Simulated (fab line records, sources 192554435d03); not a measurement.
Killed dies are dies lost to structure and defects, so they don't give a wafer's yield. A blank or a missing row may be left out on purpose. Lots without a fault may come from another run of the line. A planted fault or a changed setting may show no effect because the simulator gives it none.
Split-lot experiment | flow n5_finfet | 7 lots, 21 wafers read, on a route of 1938 steps

THE SPLIT
At N5_BEOL_M11_DESCUM_16 (chemistry O2, time 7.9 s), the setting time_s was moved away from the recipe's 7.9 s on 7 of the 21 wafers read, by -21.6% to +18.2%. The other wafers ran this setting at the recipe's value.

The reading is taken at the split's own step.

THE READING
CAR-ArF_of_BEOL_M11_COAT_05.thk_nm (the simulator's own value, which no gauge read), in nm, at N5_BEOL_M11_DESCUM_16 (chemistry O2, time 7.9 s). The file gives no usual value for it. The 14 wafers here that ran the recipe average 83.4 nm, standard deviation 0.41 nm.

wafer  | tool, chamber at the split | time_s as run, s | against the recipe | CAR-ArF_of_BEOL_M11_COAT_05.thk_nm, nm | against lot-mates on the recipe
L074.4 | rie_diel-05, 3             | 7.9              | recipe             | 83                                     | -
L074.5 | rie_diel-05, 2             | 7.9              | recipe             | 83.2                                   | -
L074.6 | rie_diel-05, 0             | 8.558            | +8.3%              | 82.8                                   | -0.3
L081.1 | rie_diel-06, 2,3           | 7.9              | recipe             | 83.4                                   | -
L081.6 | rie_diel-06, 2,3           | 7.9              | recipe             | 83.4                                   | -
L081.5 | rie_diel-06, 2             | 6.394            | -19.1%             | 84.4                                   | +1.0
L084.2 | rie_diel-05, 1             | 7.9              | recipe             | 84.6                                   | -
L084.4 | rie_diel-05, 2             | 8.981            | +13.7%             | 83.2                                   | -1.4
L084.6 | rie_diel-05, 0             | 8.981            | +13.7%             | 83.4                                   | -1.2
L086.2 | rie_diel-05, 3             | 7.9              | recipe             | 83.2                                   | -
L086.3 | rie_diel-05, 2,0           | 7.9              | recipe             | 83.4                                   | -
L086.4 | rie_diel-05, 2,0           | 7.9              | recipe             | 83.4                                   | -
L088.2 | rie_diel-02, 2             | 7.9              | recipe             | 83.2                                   | -
L088.4 | rie_diel-02, 1             | 7.9              | recipe             | 83.4                                   | -
L088.6 | rie_diel-02, 1             | 7.9              | recipe             | 82.8                                   | -
L093.1 | rie_diel-05, 2,0           | 7.9              | recipe             | 83.6                                   | -
L093.3 | rie_diel-05, 2,0           | 7.9              | recipe             | 83.6                                   | -
L093.2 | rie_diel-05, 3             | 6.191            | -21.6%             | 84.4                                   | +0.8
L094.2 | rie_diel-02, 2             | 7.9              | recipe             | 83                                     | -
L094.3 | rie_diel-02, 0             | 9.34             | +18.2%             | 82.2                                   | -0.8
L094.4 | rie_diel-02, 1             | 9.34             | +18.2%             | 82                                     | -1.0
Where a row lists several chambers, the file gives one row for several wafers and doesn't say which wafer went through which chamber.

THE FIT
A straight line over all 21 wafers: CAR-ArF_of_BEOL_M11_COAT_05.thk_nm changes by -0.0492 nm for each +1% of time_s; r = -0.76; the points scatter about the line by 0.42 nm.
The same after taking each lot's own level away (the mean of its wafers on the recipe; 21 wafers): -0.0544 nm for each +1%; r = -0.92; scatter 0.23 nm.
On that fit, the largest move of time_s shifts the reading by 1.2 nm.
The lots' own levels span 83.00 to 84.60 nm, that is 3.9 times the standard deviation above.
So the lot-to-lot level blurs the effect unless lot-mates are compared.
Check: with one of the wafers moved furthest among these (-21.6%) left out of the fit, the line predicts +1.28 nm for it against its lot-mates. It came out at +0.8 nm against them.

OTHER SPLITS ON THESE WAFERS
These wafers also went through other splits before the reading. Each is held against what the fit with the lots' levels taken away leaves over:
other split on the same wafers  | wafers away from the commonest value | r with CAR-ArF_of_BEOL_M11_COAT_05.thk_nm (lot level and that fit taken away)
N5_BEOL_M7_PECVD_70 temp_c      | 5                                    | +0.22
N5_BEOL_M7_COAT_05 spin_rpm     | 3                                    | +0.18
N5_BEOL_M7_VIA_ETCH_34 source_w | 7                                    | -0.33
N5_BEOL_M7_ETCH_41 source_w     | 6                                    | -0.19
N5_BEOL_M8_COAT_05 spin_rpm     | 7                                    | -0.06
N5_BEOL_M8_DESCUM_16 time_s     | 7                                    | +0.08
N5_BEOL_M9_COAT_22 spin_rpm     | 7                                    | +0.25
N5_BEOL_M9_ETCH_66 time_s       | 5                                    | +0.05
N5_BEOL_M11_EXPOSE_08 dose_mj   | 5                                    | -0.27

THE FILE'S OWN FIT
CAR-ArF_of_BEOL_M11_COAT_05.thk_nm changes by -0.0514 nm for each +1% of time_s, r = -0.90.
